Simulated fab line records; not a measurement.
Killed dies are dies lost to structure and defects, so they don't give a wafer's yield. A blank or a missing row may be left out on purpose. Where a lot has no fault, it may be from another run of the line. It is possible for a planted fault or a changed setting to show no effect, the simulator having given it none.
fab line records	flow n5-finfet
record lots=5	wafers=15	last-day=18
route steps=1938 shown TV_LITHO@1876 TV_OPEN@1887 PAD_METAL@1893 PASSIVATION@1897
lots that met no fault: taken from a fault-free run of the same line
start-h: start of the lot's first displayed wafer, in hours after the record's first day	wait-h: time in hours since the lot's previous step	" same as the row above	L1.1+2: one row covering several wafers at once	- value missing, or start not given	* or withheld: withheld	< > ~ a bound
route shown NAME@n: names a module that has steps shown in the file, with the first one's number in the route	usual: mean/standard deviation taken from wafers without a fault	same: alike in all rows	chamber/n: place in a boat	sites: per-site readings	_std_site: their standard deviation	_edge_site: outer sites' mean less inner sites'	radius-mm: how far each site lies from the wafer's centre	mask NAME#n: copy n	behind: tool/chamber where the wafer was last shaped	hold: the reason the lot was held/the length of the hold in hours/how it ended	device: whichever transistor did not switch (one of n, p or np)	end of line: the same wafers' tests at the end of the route	a step given without rows: its recipe and nothing more	killed: dies lost to structure and defects at the first sort, not the wafer's yield	map: a wafer's dies, x killed, . not, _ none there
set.NAME: the setting the step ran with; set.NAME@STEP: the setting that earlier step ran with	model.NAME: the simulator's own value behind a step, which no gauge read
a table for each step, a row for each wafer; lots at some steps of the route
services: when a tool's chamber went out of use (start-h, in hours from the record's first day, below 0 if earlier), for how many hours, and the reason
## steps
# step N5_PASSIVATION_COAT_04
# recipe spin-rpm=*	resist-thk-nm=*
lot.wafer	tool	chamber	start-h	wait-h
L078.1+4+5	litho-track-01	0	-	-
L080.2+3+6	litho-track-04	0	-	-
L085.1+2+4	litho-track-05	0	-	-
L088.2+5+6	litho-track-01	0	-	-
L094.1+2+4	litho-track-04	0	-	-
# step N5_PASSIVATION_EBR_06
# recipe solvent=PGMEA	ebr-width-mm=1.5
lot.wafer	tool	chamber	start-h	wait-h
L078.1+4+5	litho-track-01	0	-	-
L080.2+3+6	litho-track-04	0	-	-
L085.1+2+4	litho-track-05	0	-	-
L088.2+5+6	litho-track-01	0	-	-
L094.1+2+4	litho-track-04	0	-	-
# step N5_PASSIVATION_SOFTBAKE_05
# recipe temp-c=100	time-s=90
# same time-s=90
lot.wafer	tool	chamber	start-h	wait-h
L078.1+4+5	litho-track-01	0	-	-
L080.2+3+6	litho-track-04	0	-	-
L085.1+2+4	litho-track-05	0	-	-
L088.2+5+6	litho-track-01	0	-	-
L094.1+2+4	litho-track-04	0	-	-
# step N5_PASSIVATION_EXPOSE_07
# recipe mask-id=TV	na=0.55	source-shape=conventional	sigma-outer=0.8	polarization=unpolarized	defocus-nm=0	target-cd-nm=3000	dose-mj=22.75
lot.wafer	tool	chamber	start-h	wait-h	mask
L078.1+4+5	krf-scanner-01	0	298.15	-	TV#0
L080.2+3+6	krf-scanner-02	0	306.26	-	TV#0
L085.1+2+4	krf-scanner-01	0	328.84	-	TV#0
L088.2+5+6	krf-scanner-02	0	355.17	-	TV#0
L094.1+2+4	krf-scanner-01	0	416.41	-	TV#0
# step N5_PASSIVATION_PEB_08
# recipe peb-temp-c=withheld	peb-time-s=*
lot.wafer	tool	chamber	start-h	wait-h
L078.1+4+5	litho-track-05	0	298.21	0.1
L080.2+3+6	litho-track-01	0	306.31	0.0
L085.1+2+4	litho-track-05	0	328.90	0.1
L088.2+5+6	litho-track-05	0	355.22	0.0
L094.1+2+4	litho-track-04	0	416.47	0.1
# step N5_PASSIVATION_DEVELOP_09
# recipe develop-time-s=60	rinse-liquid=diw	dry=air-spin	dev-temp-c=21
lot.wafer	tool	chamber	start-h	wait-h
L078.1+4+5	litho-track-05	0	-	-
L080.2+3+6	litho-track-01	0	-	-
L085.1+2+4	litho-track-05	0	-	-
L088.2+5+6	litho-track-05	0	-	-
L094.1+2+4	litho-track-04	0	-	-
# step N5_PASSIVATION_HARDBAKE_11
# recipe temp-c=130	time-s=120
# same time-s=120
lot.wafer	tool	chamber	start-h	wait-h
L078.1+4+5	litho-track-05	0	-	-
L080.2+3+6	litho-track-01	0	-	-
L085.1+2+4	litho-track-05	0	-	-
L088.2+5+6	litho-track-05	0	-	-
L094.1+2+4	litho-track-04	0	-	-
# step N5_PASSIVATION_CD_MEAS_10
# recipe target-cd-nm=3000	landing-energy-ev=500	detector=se-inlens
# usual cd-nm=2998.9/2.5
lot.wafer	tool	chamber	start-h	wait-h	cd-nm
L078.1	cd-sem-01	0	298.33	-	3001.4
L078.4	"	0	"	"	2999.7
L078.5	"	0	"	"	2998.9
L080.2	cd-sem-02	0	306.43	-	2996.4
L080.3	"	0	"	"	3001.6
L080.6	"	0	"	"	2999.4
L085.1	cd-sem-03	0	329.02	-	3003.1
L085.2	"	0	"	"	2996.1
L085.4	"	0	"	"	2998.5
L088.2	cd-sem-02	0	355.34	-	3001.3
L088.5	"	0	"	"	3003.9
L088.6	"	0	"	"	3000.8
L094.1	cd-sem-01	0	416.59	-	2997.6
L094.2	"	0	"	"	2998.2
L094.4	"	0	"	"	2994.0
# step N5_PASSIVATION_OVL_MEAS_60
# recipe points-per-wafer=44
# usual TV_OVL=-5/5.6
lot.wafer	tool	chamber	start-h	wait-h	TV_OVL[nm]
L078.1	overlay-02	0	298.36	0.0	-5
L078.4	"	0	"	"	1
L078.5	"	0	"	"	-4
L080.2	overlay-01	0	306.46	0.0	-12
L080.3	"	0	"	"	-8
L080.6	"	0	"	"	-12
L085.1	overlay-01	0	329.05	0.0	2
L085.2	"	0	"	"	3
L085.4	"	0	"	"	0
L088.2	overlay-02	0	355.37	0.0	-9
L088.5	"	0	"	"	-5
L088.6	"	0	"	"	-4
L094.1	overlay-02	0	416.62	0.0	-4
L094.2	"	0	"	"	-4
L094.4	"	0	"	"	-10
# step N5_PASSIVATION_INSPECT_61
# recipe mode=adi	inspect-instrument=macro
# usual raw-defect-count=2.1/1.4
lot.wafer	tool	chamber	start-h	wait-h	raw-defect-count
L078.1	defect-inspect-02	-	298.38	0.0	3
L078.4	"	-	"	"	3
L078.5	"	-	"	"	1
L080.2	defect-inspect-01	-	306.48	0.0	1
L080.3	"	-	"	"	5
L080.6	"	-	"	"	6
L085.1	defect-inspect-01	-	329.07	0.0	3
L085.2	"	-	"	"	3
L085.4	"	-	"	"	3
L088.2	defect-inspect-01	-	355.39	0.0	2
L088.5	"	-	"	"	1
L088.6	"	-	"	"	0
L094.1	defect-inspect-02	-	416.64	0.0	0
L094.2	"	-	"	"	1
L094.4	"	-	"	"	2
# step N5_PASSIVATION_DESCUM_12
# recipe chemistry=O2	time-s=7.9	source-power-w=50	bias-power-w=20	pressure-mtorr=20	rf-frequency-hz=2.712e+07	temp-c=40	o2-flow-sccm=225
# usual chamber-pressure-mTorr=20.001/0.018	drypump-motor-current-A=5.7/0.58	oes-product-au=0.80/0.09	rf-vpp-V=242.8/1.4	showerhead-plenum-p-Torr=2.09/0.064	throttle-valve-pct=20.40/0.24
# same time-s=7.9
lot.wafer	tool	chamber	start-h	wait-h	chamber-pressure-mTorr	drypump-motor-current-A	oes-product-au	rf-hours-counter-h	rf-vpp-V	showerhead-plenum-p-Torr	throttle-valve-pct
L078.1	rie-diel-01	3	298.42	0.0	19.986	5.9	0.72	222	241.5	2.00	20.76
L078.4	"	0	"	"	19.983	5.2	0.75	179	241.1	2.08	20.79
L078.5	"	3	"	"	20.032	5.9	0.72	-	241.2	2.00	20.75
L080.2	rie-diel-03	1	306.52	0.0	19.992	5.7	0.85	63	243.8	2.13	20.29
L080.3	"	2	"	"	20.016	6.6	0.90	19	242.2	2.06	20.41
L080.6	"	2	"	"	19.970	6.6	0.90	-	243.5	2.06	20.39
L085.1	rie-diel-03	3	329.11	0.0	20.027	5.4	0.97	2	244.3	2.17	20.50
L085.2	"	0	"	"	20.011	6.5	0.90	42	244.1	2.14	20.12
L085.4	"	1	"	"	19.995	5.7	0.85	68	242.6	2.12	20.29
L088.2	rie-diel-06	3	355.43	0.0	19.982	5.7	0.75	156	244.7	2.18	20.38
L088.5	"	3	"	"	20.009	5.7	0.75	-	243.6	2.18	20.40
L088.6	"	0	"	"	20.016	6.2	0.72	-	240.9	1.98	20.67
L094.1	rie-diel-01	2	416.85	0.2	20.001	6.0	0.73	162	242.7	2.07	20.41
L094.2	"	0	"	"	20.003	5.2	0.70	219	242.0	2.07	20.86
L094.4	"	0	"	"	20.042	5.2	0.70	-	242.9	2.07	20.86
# step N5_PASSIVATION_PASS_ETCH_74
# recipe chemistry=CF4/O2	target=SiNx	target-depth-a=2200	time-s=110	ion-energy-ev=100	pressure-mtorr=40	source-w=535	bias-w=49	Ar_flow_sccm=100	cf4-flow-sccm=100	O2_flow_sccm=10
# usual chamber-pressure-mTorr=40.00/0.04	drypump-motor-current-A=5.7/0.58	oes-product-au=0.80/0.088	rf-vpp-V=241/6.4	showerhead-plenum-p-Torr=2.20/0.063	throttle-valve-pct=15.95/0.28
# same time-s=110
lot.wafer	tool	chamber	start-h	wait-h	chamber-pressure-mTorr	drypump-motor-current-A	oes-product-au	rf-hours-counter-h	rf-vpp-V	showerhead-plenum-p-Torr	throttle-valve-pct
L078.1	rie-diel-01	3	298.48	0.0	40.04	5.9	0.71	222	236	2.09	16.14
L078.4	"	0	"	"	40.02	5.2	0.75	179	237	2.20	16.36
L078.5	"	3	"	"	39.95	5.9	0.70	-	235	2.09	16.15
L080.2	rie-diel-03	1	306.58	0.0	39.98	5.7	0.84	63	237	2.23	15.78
L080.3	"	2	"	"	40.01	6.6	0.91	19	243	2.17	15.89
L080.6	"	2	"	"	40.00	6.6	0.91	-	242	2.17	15.89
L085.1	rie-diel-03	3	329.17	0.0	40.01	5.4	0.95	2	237	2.25	15.84
L085.2	"	0	"	"	40.03	6.5	0.89	42	249	2.23	15.56
L085.4	"	1	"	"	39.97	5.7	0.82	68	238	2.23	15.77
L088.2	rie-diel-06	3	355.49	0.0	39.93	5.8	0.75	156	254	2.29	16.04
L088.5	"	3	"	"	40.04	5.8	0.75	-	256	2.29	16.01
L088.6	"	0	"	"	40.03	6.2	0.71	-	241	2.09	16.27
L094.1	rie-diel-01	2	416.92	0.0	40.05	6.0	0.74	162	236	2.22	16.19
L094.2	"	0	"	"	39.98	5.2	0.72	219	236	2.19	16.43
L094.4	"	0	"	"	39.95	5.2	0.72	-	236	2.19	16.43
# step N5_PASSIVATION_VIA_ETCH_13
# recipe chemistry=CHF3/O2	target=SiO2	target-depth-a=6600	CHF3_flow_sccm=50	O2_flow_sccm=5	Ar_flow_sccm=200	time-s=330	mask-material=PR	pressure-mtorr=30	source-w=650	bias-w=170	ion-energy-ev=200	ends=cleared
# usual chamber-pressure-mTorr=30.003/0.028	drypump-motor-current-A=5.7/0.58	etch-rf-on-time-s=234/5.1	oes-product-au=0.72/0.079	rf-vpp-V=525/13	showerhead-plenum-p-Torr=2.40/0.068	throttle-valve-pct=18.83/0.26
lot.wafer	tool	chamber	start-h	wait-h	chamber-pressure-mTorr	drypump-motor-current-A	etch-rf-on-time-s	oes-product-au	rf-hours-counter-h	rf-vpp-V	showerhead-plenum-p-Torr	throttle-valve-pct
L078.1	rie-diel-01	3	298.57	0.0	29.969	5.9	244	0.63	222	513	2.29	19.01
L078.4	"	0	"	"	29.991	5.2	228	0.67	179	515	2.41	19.26
L078.5	"	3	"	"	30.008	5.9	240	0.64	-	514	2.29	19.04
L080.2	rie-diel-03	1	306.67	0.0	29.961	5.7	232	0.75	63	517	2.44	18.68
L080.3	"	2	"	"	29.988	6.6	225	0.82	19	526	2.37	18.81
L080.6	"	2	"	"	29.989	6.6	228	0.82	-	527	2.37	18.80
L085.1	rie-diel-03	3	329.26	0.0	30.004	5.4	227	0.87	2	517	2.46	18.75
L085.2	"	0	"	"	29.989	6.5	227	0.80	42	539	2.45	18.47
L085.4	"	1	"	"	30.014	5.7	239	0.75	68	517	2.44	18.68
L088.2	rie-diel-06	3	355.58	0.0	29.992	5.7	234	0.68	157	550	2.50	18.86
L088.5	"	3	"	"	30.022	5.7	237	0.67	-	551	2.50	18.85
L088.6	"	0	"	"	30.006	6.2	241	0.65	-	525	2.29	19.14
L094.1	rie-diel-01	2	417.01	0.0	30.116	6.0	232	0.67	162	513	2.42	19.07
L094.2	"	0	"	"	30.014	5.2	229	0.64	219	514	2.39	19.31
L094.4	"	0	"	"	30.066	5.2	233	0.64	-	514	2.39	19.34
# step N5_PASSIVATION_STRIP_14
# recipe chemistry=O2	power-w=600	temp-c=60	pressure-mtorr=30	rf-frequency-hz=6e+07	bias-power-w=0	overash-fraction=0.5	o2-flow-sccm=225
# usual chamber-pressure-mTorr=29.99/0.054	drypump-motor-current-A=5.7/0.59	oes-product-au=0.80/0.09	rf-vpp-V=3.7/0.91	showerhead-plenum-p-Torr=2.09/0.064	throttle-valve-pct=16.65/0.25
lot.wafer	tool	chamber	start-h	wait-h	chamber-pressure-mTorr	drypump-motor-current-A	oes-product-au	rf-hours-counter-h	rf-vpp-V	showerhead-plenum-p-Torr	throttle-valve-pct
L078.1	rie-diel-01	3	298.77	0.1	30.00	5.9	0.72	222	3.0	2.01	16.95
L078.4	"	0	"	"	29.94	5.2	0.73	180	2.2	2.09	16.99
L078.5	"	3	"	"	29.98	5.9	0.72	-	3.6	2.01	16.95
L080.2	rie-diel-03	1	306.87	0.1	29.92	5.7	0.85	63	1.9	2.13	16.52
L080.3	"	2	"	"	29.99	6.6	0.91	19	3.7	2.07	16.58
L080.6	"	2	"	"	29.99	6.6	0.92	-	3.3	2.07	16.61
L085.1	rie-diel-03	3	329.46	0.1	29.93	5.4	0.96	2	3.3	2.17	16.68
L085.2	"	0	"	"	30.00	6.5	0.91	42	3.5	2.15	16.35
L085.4	"	1	"	"	29.91	5.7	0.85	68	3.4	2.13	16.54
L088.2	rie-diel-06	3	355.78	0.1	29.94	5.7	0.75	157	3.6	2.18	16.70
L088.5	"	3	"	"	29.88	5.7	0.75	-	3.7	2.18	16.72
L088.6	"	0	"	"	29.99	6.2	0.72	-	4.2	1.98	16.97
L094.1	rie-diel-01	2	417.21	0.1	29.95	6.0	0.72	162	4.7	2.07	16.66
L094.2	"	0	"	"	29.87	5.2	0.71	219	3.3	2.07	17.10
L094.4	"	0	"	"	30.00	5.2	0.72	-	3.7	2.07	17.08
# step N5_PASSIVATION_ETCH_15
# recipe chemistry=CF4/N2	target=SiCN	target-depth-a=750	taper-deg=2	time-s=81.2	ion-energy-ev=150	mask-material=SiNx	pressure-mtorr=40	source-w=430	bias-w=70	Ar_flow_sccm=100	cf4-flow-sccm=60	n2-flow-sccm=60
# usual chamber-pressure-mTorr=40.00/0.037	drypump-motor-current-A=5.7/0.59	oes-product-au=0.80/0.087	rf-vpp-V=382.0/1.9	showerhead-plenum-p-Torr=2.19/0.063	throttle-valve-pct=15.39/0.27
# same time-s=81.2
lot.wafer	tool	chamber	start-h	wait-h	chamber-pressure-mTorr	drypump-motor-current-A	oes-product-au	rf-hours-counter-h	rf-vpp-V	showerhead-plenum-p-Torr	throttle-valve-pct
L078.1	rie-diel-01	3	-	-	40.00	5.9	0.70	222	379.7	2.10	15.63
L078.4	"	0	"	"	40.02	5.2	0.75	180	383.4	2.20	15.78
L078.5	"	3	"	"	40.02	5.9	0.71	-	379.6	2.10	15.63
L080.2	rie-diel-03	1	-	-	39.98	5.7	0.83	63	382.0	2.23	15.22
L080.3	"	2	"	"	40.00	6.6	0.91	20	380.2	2.17	15.31
L080.6	"	2	"	"	40.01	6.6	0.89	-	379.7	2.17	15.31
L085.1	rie-diel-03	3	-	-	39.95	5.4	0.96	3	382.3	2.26	15.28
L085.2	"	0	"	"	40.01	6.5	0.89	42	382.6	2.24	15.02
L085.4	"	1	"	"	40.02	5.7	0.82	68	381.7	2.23	15.22
L088.2	rie-diel-06	3	-	-	39.99	5.7	0.75	157	385.4	2.28	15.48
L088.5	"	3	"	"	39.98	5.8	0.75	-	384.2	2.28	15.47
L088.6	"	0	"	"	39.98	6.3	0.72	-	378.9	2.09	15.73
L094.1	rie-diel-01	2	-	-	40.06	6.0	0.74	162	381.1	2.21	15.61
L094.2	"	0	"	"	40.06	5.2	0.72	219	382.0	2.19	15.85
L094.4	"	0	"	"	40.05	5.2	0.72	-	380.7	2.19	15.86
# step N5_PASSIVATION_STRIP_73
# recipe chemistry=post-etch-residue-remover	time-s=60	temp-c=25	remover-ph=withheld	remover-water-wt-pct=withheld	remover-fluoride-wt-pct=withheld
# same time-s=60
lot.wafer	tool	chamber	start-h	wait-h
L078.1+4+5	wet-bench-03	7,3,4	298.93	-
L080.2+3+6	wet-bench-03	5,3,4	307.03	-
L085.1+2+4	wet-bench-06	7,6,2	329.62	-
L088.2+5+6	wet-bench-06	7,4,0	355.94	-
L094.1+2+4	wet-bench-03	4,2,3	417.37	-
# step N5_PASSIVATION_SRD_17
# recipe time-s=30	temp-c=23	rinse-liquid=diw	dry=n2-spin	spin-rpm=1500	dry-time-s=30
# usual do-supply-ppb=9.99/0.098	spin-rpm=1499.9/0.82
# same time-s=30
lot.wafer	tool	chamber	start-h	wait-h	do-supply-ppb	spin-rpm
L078.1	wet-bench-03	7	298.97	0.0	10.03	1500.1
L078.4	"	3	"	"	9.99	1499.1
L078.5	"	4	"	"	9.93	1501.7
L080.2	wet-bench-03	5	307.07	0.0	9.91	1500.0
L080.3	"	3	"	"	10.08	1499.7
L080.6	"	4	"	"	9.90	1498.6
L085.1	wet-bench-06	7	329.64	0.0	9.99	1501.1
L085.2	"	6	"	"	10.11	1499.9
L085.4	"	2	"	"	10.02	1500.5
L088.2	wet-bench-06	7	355.96	0.0	10.13	1499.4
L088.5	"	4	"	"	10.12	1499.1
L088.6	"	0	"	"	10.09	1499.7
L094.1	wet-bench-03	4	417.39	0.0	9.91	1498.3
L094.2	"	2	"	"	10.00	1500.3
L094.4	"	3	"	"	10.01	1500.6
# step N5_PASSIVATION_DEGAS_18
# recipe ambient=vacuum	temp-c=300	time-s=60
# usual heater-power-w=462/47	susceptor-temp-C=299.97/0.18
# same time-s=60
lot.wafer	tool	chamber	start-h	wait-h	heater-power-w	susceptor-temp-C
L078.1	pvd-sputter-02	-	299.38	0.4	555	300.10
L078.4	"	-	"	"	461	299.78
L078.5	"	-	"	"	441	300.13
L080.2	pvd-sputter-03	-	308.73	1.6	439	299.75
L080.3	"	-	"	"	500	299.92
L080.6	"	-	"	"	535	299.98
L085.1	pvd-sputter-03	-	330.09	0.4	533	300.21
L085.2	"	-	"	"	419	299.87
L085.4	"	-	"	"	523	300.11
L088.2	pvd-sputter-02	-	356.62	0.7	442	300.13
L088.5	"	-	"	"	567	300.12
L088.6	"	-	"	"	453	300.05
L094.1	pvd-sputter-01	-	417.68	0.3	379	299.72
L094.2	"	-	"	"	494	299.89
L094.4	"	-	"	"	476	299.72
# step N5_PASSIVATION_PRE_CLEAN_19
# recipe gas=H2/He	time-s=*	temp-c=*
# usual heater-power-w=463/47	susceptor-temp-C=*
# same time-s=*
lot.wafer	tool	chamber	start-h	wait-h	heater-power-w	susceptor-temp-C
L078.1	pvd-sputter-02	-	299.42	0.0	542	*
L078.4	"	-	"	"	455	*
L078.5	"	-	"	"	460	*
L080.2	pvd-sputter-03	-	308.77	0.0	434	*
L080.3	"	-	"	"	517	*
L080.6	"	-	"	"	509	*
L085.1	pvd-sputter-03	-	330.13	0.0	515	*
L085.2	"	-	"	"	417	*
L085.4	"	-	"	"	524	*
L088.2	pvd-sputter-02	-	356.66	0.0	443	*
L088.5	"	-	"	"	546	*
L088.6	"	-	"	"	450	*
L094.1	pvd-sputter-01	-	417.72	0.0	381	*
L094.2	"	-	"	"	479	*
L094.4	"	-	"	"	487	*
# step N5_PASSIVATION_SPUTTER_20
# recipe material=TaN	target-thk-a=500	temp-c=25	chamber-pressure-pa=0.4
# usual susceptor-temp-C=25.00/0.1	throttle-valve-pct=30.1/0.78
lot.wafer	tool	chamber	start-h	wait-h	susceptor-temp-C	throttle-valve-pct
L078.1	pvd-sputter-02	-	299.46	0.0	25.19	30.0
L078.4	"	-	"	"	24.93	29.6
L078.5	"	-	"	"	25.10	30.9
L080.2	pvd-sputter-03	-	308.81	0.0	25.12	29.8
L080.3	"	-	"	"	24.88	29.5
L080.6	"	-	"	"	25.10	29.2
L085.1	pvd-sputter-03	-	330.17	0.0	25.04	29.4
L085.2	"	-	"	"	24.99	31.0
L085.4	"	-	"	"	25.19	29.4
L088.2	pvd-sputter-02	-	356.70	0.0	24.91	30.8
L088.5	"	-	"	"	25.05	29.8
L088.6	"	-	"	"	24.98	30.7
L094.1	pvd-sputter-01	-	417.76	0.0	24.88	30.8
L094.2	"	-	"	"	24.71	29.2
L094.4	"	-	"	"	24.98	30.5
# step N5_PASSIVATION_AL_DEP_21
# recipe material=Al	target-thk-a=28000	temp-c=400	time-s=170	power-w=30000	chamber-pressure-pa=0.4	gas=Ar
# usual susceptor-temp-C=400.04/0.21	throttle-valve-pct=30.1/0.79
# same time-s=170
lot.wafer	tool	chamber	start-h	wait-h	susceptor-temp-C	throttle-valve-pct
L078.1	pvd-sputter-02	-	299.56	0.1	400.32	30.1
L078.4	"	-	"	"	399.77	29.9
L078.5	"	-	"	"	399.77	30.7
L080.2	pvd-sputter-03	-	308.91	0.1	399.97	30.3
L080.3	"	-	"	"	400.06	29.1
L080.6	"	-	"	"	400.15	29.2
L085.1	pvd-sputter-03	-	330.27	0.1	400.04	29.3
L085.2	"	-	"	"	400.17	30.9
L085.4	"	-	"	"	400.20	29.4
L088.2	pvd-sputter-02	-	356.80	0.1	400.28	30.7
L088.5	"	-	"	"	400.25	30.2
L088.6	"	-	"	"	399.94	30.8
L094.1	pvd-sputter-01	-	417.86	0.1	399.82	31.0
L094.2	"	-	"	"	399.96	29.1
L094.4	"	-	"	"	399.96	30.6
# step N5_PASSIVATION_HMDS_23
# recipe time-s=60	temp-c=120
# same time-s=60
lot.wafer	tool	chamber	start-h	wait-h
L078.1+4+5	litho-track-02	0	299.74	0.1
L080.2+3+6	litho-track-03	0	309.09	0.1
L085.1+2+4	litho-track-01	0	330.46	0.1
L088.2+5+6	litho-track-02	0	356.99	0.1
L094.1+2+4	litho-track-01	0	418.04	0.1
# step N5_PASSIVATION_COAT_24
# recipe spin-rpm=3000	resist-thk-nm=withheld
lot.wafer	tool	chamber	start-h	wait-h
L078.1+4+5	litho-track-02	0	-	-
L080.2+3+6	litho-track-03	0	-	-
L085.1+2+4	litho-track-01	0	-	-
L088.2+5+6	litho-track-02	0	-	-
L094.1+2+4	litho-track-01	0	-	-
# step N5_PASSIVATION_EBR_26
# recipe solvent=PGMEA	ebr-width-mm=1.5
lot.wafer	tool	chamber	start-h	wait-h
L078.1+4+5	litho-track-02	0	-	-
L080.2+3+6	litho-track-03	0	-	-
L085.1+2+4	litho-track-01	0	-	-
L088.2+5+6	litho-track-02	0	-	-
L094.1+2+4	litho-track-01	0	-	-
# step N5_PASSIVATION_SOFTBAKE_25
# recipe temp-c=100	time-s=90
# same time-s=90
lot.wafer	tool	chamber	start-h	wait-h
L078.1+4+5	litho-track-02	0	-	-
L080.2+3+6	litho-track-03	0	-	-
L085.1+2+4	litho-track-01	0	-	-
L088.2+5+6	litho-track-02	0	-	-
L094.1+2+4	litho-track-01	0	-	-
# step N5_PASSIVATION_EXPOSE_27
# recipe mask-id=PAD	na=0.55	source-shape=conventional	sigma-outer=0.8	polarization=unpolarized	defocus-nm=0	dose-mj=32.3
lot.wafer	tool	chamber	start-h	wait-h	mask
L078.1+4+5	krf-scanner-02	0	299.85	-	PAD#0
L080.2+3+6	krf-scanner-02	0	309.33	-	PAD#0
L085.1+2+4	krf-scanner-02	0	330.57	-	PAD#0
L088.2+5+6	krf-scanner-02	0	357.23	-	PAD#0
L094.1+2+4	krf-scanner-01	0	418.28	-	PAD#0
# step N5_PASSIVATION_PEB_28
# recipe peb-temp-c=withheld	peb-time-s=*
lot.wafer	tool	chamber	start-h	wait-h
L078.1+4+5	litho-track-01	0	299.91	0.1
L080.2+3+6	litho-track-02	0	309.38	0.0
L085.1+2+4	litho-track-03	0	330.63	0.1
L088.2+5+6	litho-track-02	0	357.28	0.0
L094.1+2+4	litho-track-01	0	418.33	0.1
# step N5_PASSIVATION_DEVELOP_29
# recipe develop-time-s=60	rinse-liquid=diw	dry=air-spin	dev-temp-c=21
lot.wafer	tool	chamber	start-h	wait-h
L078.1+4+5	litho-track-01	0	-	-
L080.2+3+6	litho-track-02	0	-	-
L085.1+2+4	litho-track-03	0	-	-
L088.2+5+6	litho-track-02	0	-	-
L094.1+2+4	litho-track-01	0	-	-
# step N5_PASSIVATION_HARDBAKE_31
# recipe temp-c=130	time-s=120
# same time-s=120
lot.wafer	tool	chamber	start-h	wait-h
L078.1+4+5	litho-track-01	0	-	-
L080.2+3+6	litho-track-02	0	-	-
L085.1+2+4	litho-track-03	0	-	-
L088.2+5+6	litho-track-02	0	-	-
L094.1+2+4	litho-track-01	0	-	-
# step N5_PASSIVATION_CD_MEAS_30
# recipe target-cd-nm=4000	landing-energy-ev=500	detector=se-inlens	polarity=opening
# usual cd-nm=4000.1/1.8
lot.wafer	tool	chamber	start-h	wait-h	cd-nm
L078.1	cd-sem-02	0	300.03	-	3995.4
L078.4	"	0	"	"	3998.4
L078.5	"	0	"	"	3997.5
L080.2	cd-sem-02	0	309.50	-	4000.8
L080.3	"	0	"	"	4001.4
L080.6	"	0	"	"	4000.9
L085.1	cd-sem-03	0	330.75	-	4004.1
L085.2	"	0	"	"	4001.5
L085.4	"	0	"	"	4003.1
L088.2	cd-sem-03	0	357.40	-	3999.6
L088.5	"	0	"	"	4001.9
L088.6	"	0	"	"	3999.3
L094.1	cd-sem-03	0	418.45	-	4000.3
L094.2	"	0	"	"	4001.1
L094.4	"	0	"	"	3997.8
# step N5_PASSIVATION_OVL_MEAS_63
# recipe points-per-wafer=44
# usual PAD_OVL=-1/5.5
lot.wafer	tool	chamber	start-h	wait-h	PAD_OVL[nm]
L078.1	overlay-02	0	300.06	0.0	2
L078.4	"	0	"	"	6
L078.5	"	0	"	"	1
L080.2	overlay-02	0	309.53	0.0	3
L080.3	"	0	"	"	-4
L080.6	"	0	"	"	-3
L085.1	overlay-01	0	330.78	0.0	-9
L085.2	"	0	"	"	-11
L085.4	"	0	"	"	-6
L088.2	overlay-01	0	357.43	0.0	-7
L088.5	"	0	"	"	3
L088.6	"	0	"	"	-7
L094.1	overlay-02	0	418.48	0.0	9
L094.2	"	0	"	"	10
L094.4	"	0	"	"	6
# step N5_PASSIVATION_INSPECT_64
# recipe mode=adi	inspect-instrument=macro
# usual raw-defect-count=1.9/1.4
lot.wafer	tool	chamber	start-h	wait-h	raw-defect-count
L078.1	defect-inspect-02	-	300.08	0.0	2
L078.4	"	-	"	"	2
L078.5	"	-	"	"	0
L080.2	defect-inspect-02	-	309.56	0.0	1
L080.3	"	-	"	"	2
L080.6	"	-	"	"	3
L085.1	defect-inspect-01	-	330.80	0.0	0
L085.2	"	-	"	"	2
L085.4	"	-	"	"	2
L088.2	defect-inspect-01	-	357.45	0.0	3
L088.5	"	-	"	"	0
L088.6	"	-	"	"	0
L094.1	defect-inspect-02	-	418.51	0.0	0
L094.2	"	-	"	"	2
L094.4	"	-	"	"	2
# step N5_PASSIVATION_DESCUM_32
# recipe chemistry=O2	time-s=7.9	source-power-w=50	bias-power-w=20	pressure-mtorr=20	rf-frequency-hz=2.712e+07	temp-c=40	o2-flow-sccm=225
# usual chamber-pressure-mTorr=20.003/0.018	drypump-motor-current-A=5.7/0.44	oes-product-au=0.82/0.071	rf-vpp-V=243.3/1.3	showerhead-plenum-p-Torr=2.10/0.073	throttle-valve-pct=20.29/0.18
# same time-s=7.9
lot.wafer	tool	chamber	start-h	wait-h	chamber-pressure-mTorr	drypump-motor-current-A	oes-product-au	rf-hours-counter-h	rf-vpp-V	showerhead-plenum-p-Torr	throttle-valve-pct
L078.1	rie-diel-04	1	300.12	0.0	19.994	5.3	0.83	83	244.4	2.12	20.31
L078.4	"	0	"	"	19.999	5.2	0.85	39	243.2	2.03	19.82
L078.5	"	0	"	"	19.999	5.3	0.86	-	241.1	2.03	19.81
L080.2	rie-diel-02	3	309.63	0.1	20.000	5.7	0.85	58	244.2	2.12	20.08
L080.3	"	0	"	"	19.967	5.8	0.70	233	242.4	1.98	20.43
L080.6	"	1	"	"	19.973	5.3	0.81	-	244.8	2.11	20.32
L085.1	rie-diel-04	1	330.83	0.0	19.991	5.4	0.82	96	244.8	2.11	20.35
L085.2	"	0	"	"	20.023	5.2	0.84	52	241.6	2.03	19.85
L085.4	"	2	"	"	19.987	5.8	0.91	-	241.8	2.02	20.19
L088.2	rie-diel-05	2	357.49	0.0	20.028	6.5	0.89	43	242.7	2.13	20.42
L088.5	"	0	"	"	20.021	5.8	0.81	-	240.7	2.02	20.32
L088.6	"	2	"	"	20.007	6.5	0.89	-	243.3	2.13	20.40
L094.1	rie-diel-04	1	418.63	0.1	20.002	5.4	0.78	125	242.7	2.10	20.38
L094.2	"	0	"	"	20.010	5.2	0.81	84	243.8	2.01	19.90
L094.4	"	3	"	"	20.011	6.5	0.95	19	243.4	2.14	20.16
## services
tool	chamber	start-h	hours	kind
krf-scanner-02	-	286.72	1.3	pm
rie-diel-06	1	290.13	8.6	repair
rie-diel-01	-	294.76	1.2	repair
rie-diel-04	3	302.35	11.0	repair
rie-diel-05	-	312.36	2.8	pm
krf-scanner-02	-	318.40	1.0	pm
krf-scanner-01	-	329.55	0.8	pm
pvd-sputter-01	-	336.32	11.7	repair
rie-diel-04	-	337.78	6.8	repair
wet-bench-06	-	340.99	3.7	repair
rie-diel-02	-	344.64	0.3	repair
krf-scanner-01	-	346.34	1.0	pm
wet-bench-06	-	350.31	4.4	pm
rie-diel-05	3	351.58	8.8	repair
krf-scanner-01	-	354.82	3.0	pm
pvd-sputter-02	-	357.05	3.6	repair
rie-diel-03	-	357.61	13.2	repair
rie-diel-06	-	363.75	0.3	repair
rie-diel-05	2	364.74	10.6	repair
pvd-sputter-03	-	367.80	5.5	repair
krf-scanner-01	-	375.20	4.0	pm
krf-scanner-01	-	384.02	4.5	repair
rie-diel-04	-	406.79	0.3	repair
pvd-sputter-03	-	412.75	5.3	repair
## key
fault none
